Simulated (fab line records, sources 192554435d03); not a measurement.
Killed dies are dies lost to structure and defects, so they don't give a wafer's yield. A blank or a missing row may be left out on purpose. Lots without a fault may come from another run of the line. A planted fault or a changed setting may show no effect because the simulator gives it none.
Which tool did it? | flow n5_finfet | 8 lots, 24 wafers sampled, at 6 steps of a route of 1938

WHAT THE GAUGES READ, wafer by wafer
N5_BEOL_M4_RC_MEAS_101. Usual: DIBL_N 36.0 mV/V, standard deviation 1.6; DIBL_P 35.8 mV/V, standard deviation 2; IOFF_N 0.152 nA/um, standard deviation 0.03; IOFF_P 0.20 nA/um, standard deviation 0.031; ION_N 670 uA/um, standard deviation 12; ION_P 459 uA/um, standard deviation 7.4; SS_N 71.5 mV/dec, standard deviation 0.56; SS_P 73.2 mV/dec, standard deviation 0.64; VT_N 251 mV, standard deviation 3.5; VT_P -252 mV, standard deviation 3.3.
lot  | measured     | on        | DIBL_N (mV/V)  | DIBL_P (mV/V)  | IOFF_N (nA/um)    | IOFF_P (nA/um) | ION_N (uA/um) | ION_P (uA/um) | SS_N (mV/dec)  | SS_P (mV/dec)  | VT_N (mV)   | VT_P (mV)      | flag
L922 | day 9 11:49  | prober-02 | 36.7 36.7 33.5 | 35.8 35.5 31.3 | 0.154 0.141 0.101 | 0.20 0.19 0.15 | 674 657 650   | 462 454 450   | 72.0 71.0 71.0 | 73.0 73.0 72.1 | 251 254 255 | -253 -254 -256 |
L937 | day 13 13:57 | prober-01 | 37.7 34.9 34.7 | 38.1 35.4 34.2 | 0.196 0.150 0.131 | 0.22 0.18 0.16 | 686 691 664   | 459 471 449   | 71.2 71.1 70.7 | 73.9 72.9 72.5 | 244 247 250 | -251 -252 -255 |
L938 | day 13 03:50 | prober-02 | 36.2 37.3 34.6 | 34.5 34.6 32.2 | 0.148 0.146 0.120 | 0.18 0.17 0.16 | 684 674 660   | 464 447 449   | 71.2 71.6 70.6 | 72.7 72.7 72.4 | 248 254 253 | -255 -255 -256 |
L939 | day 13 06:11 | prober-02 | 35.6 35.3 36.1 | 35.8 35.7 35.7 | 0.151 0.146 0.150 | 0.20 0.20 0.20 | 687 674 673   | 469 461 459   | 71.3 70.9 71.2 | 73.7 73.4 72.6 | 250 248 249 | -250 -251 -249 |
L941 | day 14 16:58 | prober-02 | 35.5 36.1 35.4 | 33.7 34.1 33.8 | 0.136 0.144 0.135 | 0.21 0.21 0.20 | 674 661 664   | 473 459 459   | 70.9 71.4 71.3 | 72.8 73.5 73.4 | 254 251 251 | -250 -246 -247 |
L942 | day 14 03:56 | prober-02 | 35.4 35.7 38.8 | 35.1 37.0 40.0 | 0.126 0.139 0.190 | 0.16 0.18 0.23 | 651 671 671   | 441 461 449   | 71.2 71.3 72.2 | 72.9 73.1 74.8 | 253 253 247 | -254 -252 -251 |
L943 | day 15 06:46 | prober-01 | 35.3 35.7 37.0 | 36.1 36.1 37.1 | 0.156 0.171 0.177 | 0.23 0.22 0.23 | 681 677 676   | 467 468 465   | 71.0 71.2 71.9 | 73.7 74.0 74.4 | 248 249 251 | -249 -250 -250 |
L944 | day 15 11:20 | prober-02 | 34.3 31.8 33.2 | 34.4 30.1 32.1 | 0.129 0.087 0.113 | 0.17 0.11 0.14 | 655 632 658   | 454 435 449   | 70.4 71.7 71.2 | 72.7 71.6 72.2 | 250 259 255 | -253 -261 -258 |

WHICH TOOL RAN EACH LOT (tool, then ch and the chambers of the sampled wafers, then the start)
lot  | N5_BEOL_M0_ETCH_138                | N5_BEOL_M0_STRIP_104               | N5_BEOL_M0_STRIP_142               | N5_BEOL_M0_HM_STRIP_129             | N5_BEOL_M0_CMP_120
L922 | rie_diel-02 ch 0,1,2, day 6 01:53  | rie_diel-02 ch 0,1,2, day 6 02:22  | rie_diel-02 ch 0,2, day 6 02:36    | wet_bench-03 ch 2,3,4, day 6 02:43  | cmp-01 ch 0,2, day 6 05:04
L937 | rie_diel-02 ch 0,3, day 9 22:40    | rie_diel-05 ch 1,3, day 10 00:20   | rie_diel-06 ch 1,2, day 10 01:15   | wet_bench-05 ch 0,3,7, day 10 01:22 | cmp-01 ch 1,2, day 10 04:02
L938 | rie_diel-02 ch 0,1, day 10 01:29   | rie_diel-05 ch 0,1,2, day 10 01:52 | rie_diel-02 ch 0,3, day 10 02:07   | wet_bench-03 ch 1,3,4, day 10 02:14 | cmp-01 ch 0,2,3, day 10 04:16
L939 | rie_diel-05 ch 0,1,2, day 10 04:08 | rie_diel-05 ch 0,3, day 10 04:47   | rie_diel-05 ch 0,1,3, day 10 05:28 | wet_bench-03 ch 2,3,5, day 10 05:35 | cmp-01 ch 0,1, day 10 09:10
L941 | rie_diel-02 ch 1,2,3, day 10 16:41 | rie_diel-05 ch 2,3, day 10 18:32   | rie_diel-05 ch 0,2,3, day 10 19:11 | wet_bench-03 ch 0,1,6, day 10 19:18 | cmp-03 ch 1,2, day 10 22:59
L942 | rie_diel-05 ch 0,2,3, day 10 18:58 | rie_diel-06 ch 0,1,2, day 10 21:31 | rie_diel-06 ch 0,2, day 10 21:44   | wet_bench-03 ch 1,2,5, day 10 21:51 | cmp-04 ch 0,3, day 11 01:13
L943 | rie_diel-06 ch 0,1,2, day 11 06:27 | rie_diel-06 ch 0,2,3, day 11 12:05 | rie_diel-02 ch 1,2,3, day 11 12:16 | wet_bench-03 ch 1,5,6, day 11 12:23 | cmp-04 ch 0,1,2, day 11 15:23
L944 | rie_diel-05 ch 1,2,3, day 11 20:27 | rie_diel-05 ch 0,1,3, day 11 21:17 | rie_diel-05 ch 0,1,2, day 11 21:52 | wet_bench-05 ch 1,2,7, day 11 21:59 | cmp-01 ch 0,1,2, day 12 00:53
- N5_BEOL_M0_ETCH_138: etches SiCN in CH3F/O2, target depth 12 nm, time 31.6 s.
- N5_BEOL_M0_STRIP_104: strips in N2/H2.
- N5_BEOL_M0_STRIP_142: strips in N2/H2, time 10 s.
- N5_BEOL_M0_HM_STRIP_129: strips TiN in peroxide tin strip, target depth 17 nm, time 108 s.
- N5_BEOL_M0_CMP_120: polishes, stops on SiOC, t overpolish 6.9 s.

WHAT THE TOOLS THEMSELVES READ (means of the sampled wafers that have a number; where no wafer has one, the mark that the record gives instead)
N5_BEOL_M0_ETCH_138. Usual: bias_w 75.01 W, standard deviation 0.22; drypump_motor_current_A 5.7 A, standard deviation 0.44; etch_rf_on_time_s 29.1 s, standard deviation 0.84; mfc_ar_sccm 150.1 sccm, standard deviation 0.45; oes_product_au 0.67 a.u., standard deviation 0.079; rf_vpp_V 297.7 V, standard deviation 1.1; showerhead_plenum_p_Torr 2.01 Torr, standard deviation 0.038; throttle_valve_pct 16.31 %, standard deviation 0.2.
lot  | tool        | bias_w (W) | drypump_motor_current_A (A) | etch_rf_on_time_s (s) | mfc_ar_sccm (sccm) | oes_product_au (a.u.) | rf_vpp_V (V) | showerhead_plenum_p_Torr (Torr) | throttle_valve_pct (%) | flag
L922 | rie_diel-02 | 74.92      | 5.3                         | 29.9                  | 150.3              | 0.65                  | 297.7        | 2.02                            | 16.38                  |
L937 | rie_diel-02 | 75.07      | 6.0                         | 28.2                  | 149.6              | 0.71                  | 299.8        | 2.09                            | 16.28                  |
L938 | rie_diel-02 | 75.27      | 5.1                         | 29.4                  | 149.6              | 0.59                  | 298.6        | 2.02                            | 16.59                  |
L939 | rie_diel-05 | 75.06      | 5.7                         | 29.9                  | 150.0              | 0.60                  | 297.5        | 1.98                            | 16.48                  |
L941 | rie_diel-02 | 75.01      | 5.7                         | 28.7                  | 150.4              | 0.68                  | 298.2        | 2.03                            | 16.27                  |
L942 | rie_diel-05 | 75.29      | 5.7                         | 30.1                  | 149.9              | 0.63                  | 297.7        | 2.00                            | 16.37                  |
L943 | rie_diel-06 | 75.08      | 5.9                         | 29.3                  | 150.5              | 0.68                  | 297.7        | 2.01                            | 16.25                  |
L944 | rie_diel-05 | 74.96      | 5.4                         | 28.3                  | 150.0              | 0.63                  | 297.3        | 1.99                            | 16.36                  |

N5_BEOL_M0_STRIP_104. Usual: bias_power_w 7.002 W, standard deviation 0.02; chamber_pressure_mTorr 20.00 mTorr, standard deviation 0.034; drypump_motor_current_A 5.7 A, standard deviation 0.41; oes_product_au 0.77 a.u., standard deviation 0.09; rf_vpp_V 59.3 V, standard deviation 1.7; showerhead_plenum_p_Torr 2.55 Torr, standard deviation 0.048; throttle_valve_pct 23.68 %, standard deviation 0.21.
lot  | tool        | bias_power_w (W) | chamber_pressure_mTorr (mTorr) | drypump_motor_current_A (A) | oes_product_au (a.u.) | rf_vpp_V (V) | showerhead_plenum_p_Torr (Torr) | throttle_valve_pct (%) | flag
L922 | rie_diel-02 | 6.994            | 19.99                          | 5.3                         | 0.77                  | 59.6         | 2.56                            | 23.71                  |
L937 | rie_diel-05 | 7.016            | 19.99                          | 5.4                         | 0.78                  | 57.3         | 2.55                            | 23.84                  |
L938 | rie_diel-05 | 6.994            | 19.98                          | 5.7                         | 0.71                  | 59.7         | 2.52                            | 23.74                  |
L939 | rie_diel-05 | 7.008            | 20.02                          | 5.6                         | 0.82                  | 60.1         | 2.57                            | 23.85                  |
L941 | rie_diel-05 | 7.030            | 20.01                          | 5.4                         | 0.74                  | 59.6         | 2.54                            | 23.67                  |
L942 | rie_diel-06 | 7.008            | 20.02                          | 5.9                         | 0.80                  | 57.9         | 2.55                            | 23.67                  |
L943 | rie_diel-06 | 7.014            | 19.97                          | 6.0                         | 0.76                  | 60.4         | 2.52                            | 23.63                  |
L944 | rie_diel-05 | 6.998            | 20.05                          | 5.7                         | 0.76                  | 59.6         | 2.54                            | 23.88                  |

N5_BEOL_M0_STRIP_142. Usual: bias_power_w 7.002 W, standard deviation 0.021; chamber_pressure_mTorr 19.999 mTorr, standard deviation 0.016; drypump_motor_current_A 5.7 A, standard deviation 0.43; oes_product_au 0.78 a.u., standard deviation 0.09; rf_vpp_V 59.1 V, standard deviation 0.86; showerhead_plenum_p_Torr 2.55 Torr, standard deviation 0.053; throttle_valve_pct 23.64 %, standard deviation 0.25.
lot  | tool        | bias_power_w (W) | chamber_pressure_mTorr (mTorr) | drypump_motor_current_A (A) | oes_product_au (a.u.) | rf_vpp_V (V) | showerhead_plenum_p_Torr (Torr) | throttle_valve_pct (%) | flag
L922 | rie_diel-02 | 6.976            | 20.002                         | 5.4                         | 0.76                  | 59.9         | 2.60                            | 23.82                  |
L937 | rie_diel-06 | 7.007            | 19.996                         | 6.1                         | 0.75                  | 59.4         | 2.54                            | 23.55                  |
L938 | rie_diel-02 | 7.000            | 19.999                         | 5.6                         | 0.76                  | 59.4         | 2.62                            | 23.65                  |
L939 | rie_diel-05 | 6.986            | 19.992                         | 5.6                         | 0.77                  | 58.7         | 2.54                            | 23.84                  |
L941 | rie_diel-05 | 7.014            | 19.983                         | 5.7                         | 0.75                  | 58.0         | 2.54                            | 23.75                  |
L942 | rie_diel-06 | 7.020            | 19.992                         | 6.1                         | 0.76                  | 59.3         | 2.52                            | 23.67                  |
L943 | rie_diel-02 | 7.005            | 20.008                         | 5.7                         | 0.79                  | 59.3         | 2.57                            | 23.44                  |
L944 | rie_diel-05 | 7.005            | 20.000                         | 5.7                         | 0.69                  | 58.8         | 2.51                            | 23.76                  |

N5_BEOL_M0_HM_STRIP_129. Usual: bath_guard_temp_C 49.9 C, standard deviation 0.52; bath_heat_duty_pct 7.3 %, standard deviation 0.76.
lot  | tool         | bath_guard_temp_C (C) | bath_heat_duty_pct (%) | flag
L922 | wet_bench-03 | 50.0                  | 7.6                    |
L937 | wet_bench-05 | -                     | -                      | OFF
L938 | wet_bench-03 | -                     | -                      | OFF
L939 | wet_bench-03 | 49.4                  | 8.5                    |
L941 | wet_bench-03 | 50.2                  | 7.3                    |
L942 | wet_bench-03 | 49.5                  | 7.6                    |
L943 | wet_bench-03 | 49.7                  | 7.6                    |
L944 | wet_bench-05 | 50.3                  | 6.9                    |

N5_BEOL_M0_CMP_120. Usual: barrier_field_endpoint_s 3.57 s, standard deviation 0.12; head_pressure_psi 1.0001 psi, standard deviation 0.0022; motor_current_A 6.1 A, standard deviation 0.66; platen_rpm 49.99 rpm, standard deviation 0.03; retaining_ring_pressure_frac 1.000, standard deviation 0.0046.
lot  | tool   | barrier_field_endpoint_s (s) | head_pressure_psi (psi) | motor_current_A (A) | platen_rpm (rpm) | retaining_ring_pressure_frac | flag
L922 | cmp-01 | 3.48                         | 0.9998                  | 6.7                 | 49.98            | 0.997                        |
L937 | cmp-01 | 14.58                        | 0.9983                  | 5.8                 | 50.02            | 0.994                        | OFF
L938 | cmp-01 | 14.70                        | 1.0000                  | 6.1                 | 50.01            | 1.001                        | OFF
L939 | cmp-01 | 3.57                         | 0.9999                  | 6.7                 | 49.97            | 1.001                        |
L941 | cmp-03 | 3.62                         | 1.0006                  | 5.7                 | 50.00            | 0.999                        |
L942 | cmp-04 | 3.66                         | 0.9993                  | 6.1                 | 50.01            | 1.007                        |
L943 | cmp-04 | 3.53                         | 1.0001                  | 6.1                 | 50.01            | 0.999                        |
L944 | cmp-01 | 3.42                         | 1.0008                  | 6.4                 | 49.95            | 1.002                        |

THE ANSWER, worked out from the rows above alone
Rule: a lot is off if the mean of its wafers that have a number lies more than 3 standard deviations from the usual mean. A lot without any number at a reading at which 4 lots or more have one is off too. The other lots that the step has rows for count as sound. The gauges are gone through in route order, then the tools' own readings, and for those a lot's mean is taken as printed above. The first step at which some lot is off is used, and at that step the reading that is off furthest; a lot without a number counts as furthest.
Off: L937, L938, at N5_BEOL_M0_HM_STRIP_129 (bath_guard_temp_C). Without a number there: L937, L938.
A tool fits if, at that step or a process step before it, it ran every lot that is off, and no sound lot after the first of them. None of those tried fits.

WHAT THE SIMULATOR HAD PUT IN
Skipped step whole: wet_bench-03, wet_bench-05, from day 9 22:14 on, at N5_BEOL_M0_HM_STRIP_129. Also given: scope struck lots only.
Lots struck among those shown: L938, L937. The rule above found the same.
